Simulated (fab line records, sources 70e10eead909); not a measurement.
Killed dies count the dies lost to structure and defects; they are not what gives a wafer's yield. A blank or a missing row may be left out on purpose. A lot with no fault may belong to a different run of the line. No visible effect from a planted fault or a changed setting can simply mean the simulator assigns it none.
fab line records    flow nand_harc
[record] lots = 7  wafers = 21  last_day = 24
route steps=1159 shown A_WL_FILL@816 END@1159
lots with no fault: from the same line, run without faults
start_h: start of the lot's first displayed wafer, in hours after the record's first day    wait_h: hours since the lot's step before    " as in the row above    L1.1+2: a single row standing in for several wafers    - no value, or no start given    * or withheld: withheld    < > ~ a bound
route shown NAME@n: a module of which the file shows steps, and the number in the route of the first    usual: mean/standard deviation taken from wafers without a fault    same: alike in all rows    chamber/n: place in a boat    sites: per-site readings    _std_site: standard deviation of those values    _edge_site: mean of outer sites minus mean of inner sites    radius_mm: for every site, how far away it sits from the centre of the wafer    mask NAME#n: copy n    behind: the tool/chamber that last shaped the wafer    hold: why the lot went on hold/how many hours it stayed there/how the hold came to an end    device: the n, p or np transistor that did not switch    end of line: the route-end tests of the same wafers    a step without rows: its recipe alone    killed: count of dies lost to structure and defects at first sort (not the wafer's yield)    map: a wafer's dies, marking killed ones x, the rest . and places with no die _
set.NAME: the setting as run; set.NAME@STEP: as run at that earlier step    model.NAME: the simulator's own value behind a step, which no gauge read
lots at some steps of the route; a table a step, a row a wafer
services: when a tool's chamber went out of use (start_h, in hours from the record's first day, below 0 if earlier), for how many hours, and the reason
[[steps]]
[step NHARC_A_WL_FILL_STRIP_27]
[recipe] power_w = 1500  temp_c = 250  time_s = 20  chemistry = N2/H2
[usual] drypump_motor_current_A = 6.22/0.091  heater_power_w = 329/13
lot.wafer  tool             chamber  start_h  wait_h  drypump_motor_current_A  heater_power_w  rf_hours_counter_h
L562.2     plasma_asher-01  0        382.18   0.1     6.20                     327             34
L562.3     "                0        "        "       6.19                     322             -
L562.6     "                0        "        "       6.18                     322             -
L563.2     plasma_asher-02  1        386.82   0.1     6.37                     351             6
L563.3     "                1        "        "       6.35                     349             -
L563.4     "                0        "        "       6.18                     336             -
L566.1     plasma_asher-01  0        400.24   0.2     6.25                     320             40
L566.3     "                1        "        "       6.14                     323             -
L566.5     "                1        "        "       6.14                     317             -
L567.1     plasma_asher-02  1        410.39   0.1     6.38                     355             13
L567.4     "                0        "        "       6.25                     332             -
L567.3     "                1        "        "       6.34                     350             -
L574.2     plasma_asher-01  0        442.16   0.2     6.20                     319             53
L574.1     "                1        "        "       6.11                     328             53
L574.4     "                1        "        "       6.13                     332             -
L577.2     plasma_asher-02  0        472.16   0.2     6.24                     333             36
L577.1     "                1        "        "       6.34                     357             36
L577.6     "                1        "        "       6.33                     342             -
L575.1     plasma_asher-01  1        474.36   0.2     6.13                     320             4
L575.5     "                0        "        "       6.19                     310             -
L575.6     "                1        "        "       6.10                     325             -
[step NHARC_A_WL_FILL_STRIP_28]
[recipe] time_s = 1200  temp_c = 72.5  chemistry = post_etch_residue_remover
[step NHARC_A_WL_FILL_PRECLEAN_06]
[recipe] time_s = 300  chemistry = DIW
[step NHARC_A_WL_FILL_SRD_07]
[step NHARC_A_WL_FILL_ANNEAL_08]
[recipe] temp_c = 450  time_s = 1800
[step NHARC_A_WL_FILL_ALD_10]
[recipe] target_thk_a = 500  pulse_time_s = 10  ald_cycles = 500  temp_c = 300  material = SiO2
[step NHARC_A_WL_FILL_ETCHBACK_16]
[recipe] target_depth_a = 880  time_s = 17.6  c4f8_flow_sccm = withheld  o2_flow_sccm = 8  ar_flow_sccm = withheld  rf_w = 600  bias_w = 800  chemistry = C4F8/O2/Ar
[usual] bias_w = 800.1/2.4  oes_product_au = 0.993/0.017  rf_vpp_V = 722/4.2
lot.wafer  tool         chamber  start_h  wait_h  bias_w  oes_product_au  rf_hours_counter_h  rf_vpp_V
L562.3     rie_diel-04  0        -        -       799.0   0.993           2.8                 718
L562.2     "            3        "        "       800.3   1.001           3.3                 721
L562.6     "            1        "        "       799.6   0.997           -                   722
L563.3     rie_diel-04  0        -        -       798.3   0.977           3.4                 719
L563.2     "            1        "        "       798.0   0.977           3.5                 722
L563.4     "            3        "        "       802.2   0.989           4.0                 720
L566.3     rie_diel-04  0        -        -       799.1   1.004           4.1                 720
L566.1     "            3        "        "       801.6   1.005           4.6                 721
L566.5     "            1        "        "       803.0   0.996           -                   722
L567.3     rie_diel-08  0        -        -       797.7   1.006           8.0                 727
L567.1     "            1        "        "       799.9   0.998           7.8                 719
L567.4     "            3        "        "       801.9   1.002           7.7                 725
L574.1     rie_diel-08  3        -        -       800.8   0.987           9.6                 724
L574.2     "            2        "        "       800.5   0.989           9.6                 717
L574.4     "            1        "        "       801.3   0.992           -                   719
L575.1     rie_diel-13  0        -        -       798.4   1.001           0.4                 727
L575.5     "            2        "        "       797.8   1.008           -                   731
L575.6     "            3        "        "       801.6   0.992           -                   724
L577.1     rie_diel-13  1        -        -       801.0   0.993           0.4                 720
L577.2     "            2        "        "       795.6   1.005           0.4                 730
L577.6     "            0        "        "       800.2   0.985           -                   727
[step NHARC_A_WL_FILL_STRIP_29]
[recipe] time_s = 20  o2_flow_sccm = 500  ar_flow_sccm = 0  bias_w = 0  chemistry = O2
[usual] drypump_motor_current_A = 5.7/0.42  oes_product_au = 0.998/0.01  rf_vpp_V = 57.7/0.92  showerhead_plenum_p_Torr = 3.49/0.14  throttle_valve_pct = 17.036/0.0085
[same] bias_w = 0
lot.wafer  tool         chamber  start_h  wait_h  drypump_motor_current_A  oes_product_au  rf_hours_counter_h  rf_vpp_V  showerhead_plenum_p_Torr  throttle_valve_pct
L562.2     rie_diel-04  3        390.95   0.1     6.0                      1.002           3.3                 55.8      3.44                      17.029
L562.3     "            1        "        "       5.6                      0.998           2.9                 56.8      3.51                      17.035
L562.6     "            0        "        "       6.3                      0.999           -                   58.2      3.39                      17.047
L563.4     rie_diel-04  1        397.71   0.1     5.6                      0.997           3.5                 58.7      3.50                      17.035
L563.3     "            2        "        "       5.5                      1.000           3.9                 57.1      3.30                      17.029
L563.2     "            3        "        "       5.9                      1.019           4.0                 58.0      3.44                      17.039
L566.3     rie_diel-04  0        410.17   0.1     6.3                      1.003           4.1                 57.0      3.38                      17.042
L566.1     "            1        "        "       5.6                      1.003           4.1                 57.6      3.50                      17.056
L566.5     "            3        "        "       6.0                      1.005           -                   57.1      3.44                      17.038
L567.1     rie_diel-08  1        420.37   0.1     5.4                      1.006           7.9                 57.8      3.38                      17.044
L567.4     "            2        "        "       6.2                      0.997           7.6                 56.7      3.32                      17.036
L567.3     "            3        "        "       6.4                      0.997           7.7                 59.7      3.57                      17.034
L574.2     rie_diel-08  3        455.11   0.1     6.4                      0.989           9.6                 58.9      3.57                      17.021
L574.1     "            2        "        "       6.2                      0.990           9.6                 55.6      3.31                      17.019
L574.4     "            1        "        "       5.4                      0.997           -                   58.3      3.38                      17.034
L575.1     rie_diel-13  0        481.51   0.1     5.9                      0.984           0.4                 58.3      3.63                      17.039
L575.6     "            0        "        "       5.9                      0.984           -                   57.2      3.63                      17.026
L575.5     "            1        "        "       5.3                      0.997           -                   56.0      3.43                      17.032
L577.2     rie_diel-13  2        481.82   0.1     5.3                      1.014           0.4                 57.6      3.76                      17.040
L577.1     "            3        "        "       5.1                      0.988           0.5                 57.3      3.55                      17.053
L577.6     "            0        "        "       5.9                      0.991           -                   57.6      3.63                      17.038
[step NHARC_A_WL_FILL_ETCHBACK_17]
[recipe] target_depth_a = 40  time_s = 26.7  chemistry = Cl2/BCl3
[usual] drypump_motor_current_A = 5.59/0.23  oes_product_au = 1.000/0.0075
lot.wafer  tool          chamber  start_h  wait_h  drypump_motor_current_A  oes_product_au  rf_hours_counter_h
L562.2     rie_metal-01  0        391.03   -       5.30                     1.000           1.9
L562.3     "             1        "        "       5.84                     1.003           -
L562.6     "             1        "        "       5.87                     1.001           -
L563.2     rie_metal-02  1        397.81   -       5.42                     1.000           0
L563.3     "             0        "        "       5.54                     0.994           -
L563.4     "             1        "        "       5.42                     0.995           -
L566.1     rie_metal-02  0        410.25   -       5.52                     1.007           0.3
L566.3     "             0        "        "       5.50                     1.019           -
L566.5     "             1        "        "       5.42                     1.009           -
L567.1     rie_metal-02  0        420.47   -       5.51                     1.003           0.3
L567.4     "             1        "        "       5.45                     1.005           -
L567.3     "             0        "        "       5.52                     0.996           -
L574.2     rie_metal-02  1        455.20   -       5.42                     0.999           1.4
L574.1     "             0        "        "       5.53                     1.006           1.4
L574.4     "             0        "        "       5.51                     0.991           -
L575.1     rie_metal-02  0        481.61   -       5.49                     0.993           2.0
L575.6     "             1        "        "       5.42                     0.999           -
L575.5     "             0        "        "       5.52                     0.990           -
L577.1     rie_metal-03  0        481.90   -       5.72                     0.989           0.9
L577.2     "             1        "        "       5.94                     0.999           0.9
L577.6     "             0        "        "       5.72                     1.002           -
[step NHARC_A_WL_FILL_PRECLEAN_18]
[recipe] time_s = 30  chemistry = dHF
[step NHARC_A_WL_FILL_SRD_21]
[step NHARC_A_WL_FILL_CVD_23]
[recipe] target_thk_a = 400  temp_c = 620  pressure_mtorr = 200  time_s = 800  material = poly-Si
[usual] spike_tc_lower_C = 621.0/1.4  spike_tc_top_C = 639.6/2.3  spike_tc_upper_C = 618.0/1.4
lot.wafer  tool           chamber  start_h  wait_h  spike_tc_lower_C  spike_tc_top_C  spike_tc_upper_C
L566.1     lpcvd_poly-04  0        412.72   2.3     619.8             636.7           616.7
L566.3     "              0        "        "       620.7             636.8           617.7
L566.5     "              0        "        "       620.8             636.8           618.2
L562.2     lpcvd_poly-01  0        423.64   32.4    618.2             641.5           619.8
L562.3     "              0        "        "       622.0             641.6           619.9
L562.6     "              0        "        "       618.5             644.7           617.2
L563.2     lpcvd_poly-01  0        430.43   32.4    620.0             643.3           619.7
L563.3     "              0        "        "       621.4             642.0           619.7
L563.4     "              0        "        "       618.7             642.3           620.0
L567.1     lpcvd_poly-04  0        452.92   32.2    620.1             639.0           618.1
L567.3     "              0        "        "       620.6             638.5           617.3
L567.4     "              0        "        "       620.7             636.0           617.7
L574.1     lpcvd_poly-03  0        458.02   2.6     622.2             640.6           617.4
L574.2     "              0        "        "       622.2             640.3           619.5
L574.4     "              0        "        "       621.8             640.2           620.1
L575.1     lpcvd_poly-03  0        484.41   2.6     623.3             640.5           618.7
L575.5     "              0        "        "       621.2             638.4           620.0
L575.6     "              0        "        "       620.0             640.2           617.9
L577.1     lpcvd_poly-03  0        484.41   2.3     622.3             641.2           619.6
L577.2     "              0        "        "       621.6             639.9           618.5
L577.6     "              0        "        "       619.9             638.5           619.0
[step NHARC_A_WL_FILL_ETCHBACK_26]
[recipe] target_depth_a = 520  time_s = 13.3  hbr_flow_sccm = 150  rf_w = 350  icp_w = 350  bias_w = 60  chemistry = HBr
[usual] bias_w = 60.00/0.16  drypump_motor_current_A = 5.8/0.48  oes_product_au = 1.003/0.0098  throttle_valve_pct = 23.266/0.0095
lot.wafer  tool       chamber  start_h  wait_h  bias_w  drypump_motor_current_A  oes_product_au  rf_hours_counter_h  throttle_valve_pct
L566.3     rie_si-06  0        415.31   0.4     59.93   5.6                      1.000           0.3                 23.274
L566.1     "          3        "        "       60.06   5.6                      0.998           0.2                 23.280
L566.5     "          0        "        "       60.14   5.6                      0.993           -                   23.256
L562.2     rie_si-06  0        426.21   0.4     59.91   5.6                      0.995           0.2                 23.272
L562.3     "          2        "        "       59.76   5.4                      1.003           0.1                 23.254
L562.6     "          0        "        "       60.08   5.6                      1.007           -                   23.260
L563.3     rie_si-02  0        433.02   0.4     60.12   5.3                      1.002           0.1                 23.281
L563.2     "          1        "        "       60.08   6.3                      1.003           0.1                 23.270
L563.4     "          2        "        "       59.92   6.3                      1.020           0.1                 23.263
L567.3     rie_si-03  2        455.48   0.4     59.71   6.3                      0.994           0.7                 23.256
L567.4     "          3        "        "       59.84   5.4                      0.996           0.7                 23.267
L567.1     "          1        "        "       60.00   6.1                      0.985           0.7                 23.255
L574.1     rie_si-06  1        460.58   0.4     59.90   6.5                      0.999           0.8                 23.283
L574.2     "          2        "        "       60.13   5.4                      0.992           0.7                 23.265
L574.4     "          3        "        "       59.87   5.6                      1.003           0.6                 23.269
L575.1     rie_si-03  3        486.97   0.4     60.01   5.4                      1.015           1.0                 23.273
L575.6     "          3        "        "       60.03   5.4                      1.010           -                   23.278
L575.5     "          0        "        "       60.29   5.8                      1.006           -                   23.273
L577.2     rie_si-06  0        486.98   0.4     60.04   5.6                      0.983           0.9                 23.245
L577.1     "          1        "        "       60.09   6.5                      1.001           0.9                 23.268
L577.6     "          1        "        "       60.11   6.5                      0.994           -                   23.269
[step NHARC_END_SORT_01]
[recipe] temp_c = 25
[usual] killed_at_array = 26/11  killed_at_other = 0.6/1  killed_at_periphery = 3.1/2.1  killed_dies = 30/11  killed_open = 3.4/1.8  killed_short = 2.1/1.5
[same] gross_dies = 677
lot.wafer  tool       chamber  start_h  wait_h  killed_at_array  killed_at_other  killed_at_periphery  killed_dies  killed_open  killed_short
L563.2     prober-02  0        517.46   2.8     21               0                2                    23           6            1
L563.3     prober-02  0        518.28   3.1     12               0                4                    16           6            1
L563.4     prober-02  0        519.10   3.5     16               0                1                    17           2            0
L562.2     prober-01  0        533.11   2.8     29               1                2                    32           1            1
L562.3     prober-01  0        533.91   3.1     36               0                2                    38           2            1
L562.6     prober-01  0        536.30   4.0     31               0                1                    32           5            1
L567.1     prober-02  0        540.75   2.5     15               1                6                    22           4            2
L567.3     prober-02  0        542.35   3.1     13               0                5                    18           4            0
L567.4     prober-02  0        543.15   3.4     12               0                3                    15           2            4
// killed by level:class
L563.2 A_CHANNEL_HOLE_D1:chamber_film_flake=4 A_M0:geometric_particle:open=3 A_CHANNEL_FILL_D1:chamber_film_flake=3 A_WL_FILL:chamber_film_flake=3 A_CONTACT:chamber_film_flake=3 P_M0:geometric_particle:open=1 A_ONON_D1:geometric_particle:open=1 A_SGD_CUT:geometric_particle:short=1
L563.3 A_ZERO_WELL:chamber_film_flake=3 A_CONTACT:geometric_particle:open=2 P_GATE:chamber_film_flake=2 A_CHANNEL_HOLE_D1:chamber_film_flake=2 P_GATE:geometric_particle:open=1 A_WL_FILL:geometric_particle:short=1 A_WL_FILL:geometric_particle:open=1 A_M0:geometric_particle:open=1
L563.4 A_CHANNEL_HOLE_D1:chamber_film_flake=5 A_CONTACT:chamber_film_flake=4 A_WL_FILL:chamber_film_flake=2 A_WL_FILL:geometric_particle:open=1 A_BLC:geometric_particle:open=1 P_GATE:chamber_film_flake=1 A_ZERO_WELL:chamber_film_flake=1 A_STAIRCASE:chamber_film_flake=1
L562.2 A_SLIT:chamber_film_flake=9 A_CONTACT:chamber_film_flake=7 A_CHANNEL_HOLE_D1:chamber_film_flake=6 A_SGD_CUT:chamber_film_flake=4 P_M0:geometric_particle:open=1 A_WL_FILL:geometric_particle:short=1 P_STI:chamber_film_flake=1 A_CHANNEL_FILL_D1:chamber_film_flake=1
L562.3 A_CONTACT:chamber_film_flake=10 A_SLIT:chamber_film_flake=9 A_SGD_CUT:chamber_film_flake=8 A_CHANNEL_HOLE_D1:chamber_film_flake=3 A_CHANNEL_FILL_D1:chamber_film_flake=2 A_CHANNEL_FILL_D1:geometric_particle:short=1 A_SGD_CUT:geometric_particle:open=1 A_CONTACT:geometric_particle:open=1
L562.6 A_SLIT:chamber_film_flake=14 A_CHANNEL_HOLE_D1:chamber_film_flake=4 A_CONTACT:chamber_film_flake=4 A_ONON_D1:geometric_particle:open=2 A_CONTACT:geometric_particle:open=2 A_CHANNEL_FILL_D1:geometric_particle:short=1 A_SGD_CUT:geometric_particle:open=1 P_ZERO_WELL:chamber_film_flake=1
L567.1 A_CHANNEL_HOLE_D1:chamber_film_flake=5 A_CONTACT:chamber_film_flake=4 P_M0:geometric_particle:open=2 P_STI:chamber_film_flake=2 P_STI:geometric_particle:short=1 A_CHANNEL_FILL_D1:geometric_particle:short=1 A_WL_FILL:geometric_particle:open=1 A_CONTACT:geometric_particle:open=1
L567.3 P_STI:chamber_film_flake=4 A_CONTACT:chamber_film_flake=4 A_CHANNEL_HOLE_D1:chamber_film_flake=3 A_CHANNEL_FILL_D1:geometric_particle:open=2 A_SLIT:geometric_particle:open=1 A_M0:geometric_particle:open=1 P_GATE:chamber_film_flake=1 A_CHANNEL_FILL_D1:chamber_film_flake=1
L567.4 A_CHANNEL_FILL_D1:geometric_particle:short=2 P_STI:chamber_film_flake=2 A_CHANNEL_HOLE_D1:chamber_film_flake=2 A_CONTACT:chamber_film_flake=2 A_ONON_D1:geometric_particle:short=1 A_CHANNEL_HOLE_D1:geometric_particle:open=1 A_CONTACT:geometric_particle:short=1 A_BLC:geometric_particle:open=1
[[services]]
tool             chamber  start_h  hours  kind
rie_si-06        -        360.00   9.0    pm
plasma_asher-02  -        360.24   9.0    pm
rie_metal-03     0        363.74   4.6    repair
rie_diel-04      0        377.73   3.3    repair
rie_metal-02     -        388.00   9.0    pm
rie_si-02        -        388.00   9.0    pm
rie_diel-13      -        389.33   7.8    repair
rie_si-03        1        402.65   3.3    repair
rie_metal-01     1        422.97   19.5   repair
plasma_asher-01  -        423.98   1.3    repair
rie_diel-08      2        424.75   5.9    repair
rie_diel-13      3        427.80   3.1    repair
rie_diel-08      0        431.36   5.8    repair
rie_metal-03     -        437.05   0.6    repair
rie_diel-13      -        453.00   9.0    pm
rie_diel-08      0        453.09   8.0    repair
plasma_asher-01  -        454.32   9.0    pm
rie_diel-04      3        455.45   2.4    repair
rie_metal-02     0        456.99   16.7   repair
rie_diel-04      -        465.92   9.0    pm
rie_si-03        0        467.07   1.9    repair
rie_diel-08      -        478.81   9.0    pm
lpcvd_poly-01    -        479.97   2.1    repair
rie_si-03        0        482.05   1.6    repair
[[key]]
[first_sign] step = NHARC_A_WL_FILL_CVD_23  reading = wait_h  direction = changed
effect none on later readings
met_at NHARC_A_WL_FILL_CVD_23
struck_wafers L562.2,L562.3,L562.6,L563.2,L563.3,L563.4,L567.1,L567.3,L567.4
tester_left_out L562,L563,L567
[fault] kind = queue_time_violation  tool = lpcvd_poly-01,lpcvd_poly-03,lpcvd_poly-04  chamber = 0  onset_h = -  steps = NHARC_A_WL_FILL_CVD_23  delay_hr = 30  scope = struck_lots_only
// tester_left_out: of these lots the tester's yield and bins aren't shown, on N5 and GAA mostly nor the transistor test; their killed dies are dies lost to structure and defects alone, not to doping, threshold or leakage, so they don't give the yield
